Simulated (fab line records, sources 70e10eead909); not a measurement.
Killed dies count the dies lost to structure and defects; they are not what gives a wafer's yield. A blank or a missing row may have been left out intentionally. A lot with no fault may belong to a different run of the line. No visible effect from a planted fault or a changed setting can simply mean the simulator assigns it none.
Matching of chambers | flow nand-harc | cmp-01 running NHARC_A_STAIRCASE_CMP_152: 4 sister chambers
The step polishes. 18 wafers are shown with their chamber, then 9 later ones without.

## WAFERS WITH THEIR CHAMBER
wafer  | chamber | motor-current-A (A)
L077.1 | 2       | 10.9
L077.3 | 1       | 12.6
L077.6 | 1       | 12.2
L079.1 | 0       | 14.7
L079.4 | 3       | 11.0
L079.6 | 1       | 12.2
L078.3 | 3       | 11.0
L078.4 | 0       | 15.1
L078.5 | 3       | 11.4
L082.2 | 3       | 10.9
L082.3 | 1       | 11.9
L082.5 | 2       | 11.0
L085.2 | 0       | 15.0
L085.3 | 1       | 11.7
L085.6 | 0       | 15.1
L088.3 | 0       | 14.9
L088.5 | 3       | 11.0
L088.6 | 0       | 14.6

SIGNATURES (means of the wafers above)
reading         | chamber 0 | chamber 1 | chamber 2 | chamber 3 | scatter within a chamber
motor-current-A | 14.900    | 12.120    | 10.950    | 11.060    | 0.246
Rule: for a wafer and a chamber, the distance is found by dividing, reading by reading, the gap between the wafer's reading and the chamber's mean by the reading's scatter, squaring, summing and taking the root. The wafer belongs to the nearest chamber; if the next one is less than 2 further off, it can't be placed. The scatter: the root of (the sum of the squares of (reading less its chamber's mean) over the shown wafers, divided by (wafers less chambers)).

## WAFERS WITH NO CHAMBER GIVEN
wafer  | motor-current-A (A)
L089.1 | 15.7
L089.3 | 12.4
L089.6 | 11.4
L091.1 | 11.0
L091.3 | 11.9
L091.4 | 15.4
L096.3 | 11.3
L096.5 | 14.9
L096.6 | 11.6

## WHICH CHAMBER EACH WENT THROUGH
wafer  | from the rows above          | in truth
L089.1 | 0                            | 0
L089.3 | 1                            | 1
L089.6 | can't be placed: 3 or 2 or 1 | 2
L091.1 | can't be placed: 2 or 3      | 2
L091.3 | 1                            | 1
L091.4 | 0                            | 0
L096.3 | can't be placed: 3 or 2      | 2
L096.5 | 0                            | 0
L096.6 | can't be placed: 1 or 3 or 2 | 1
5 of 9 placed correctly. Unplaceable from these rows: 4, with the true chamber sitting among the candidates in 4. Wrongly placed: 0.
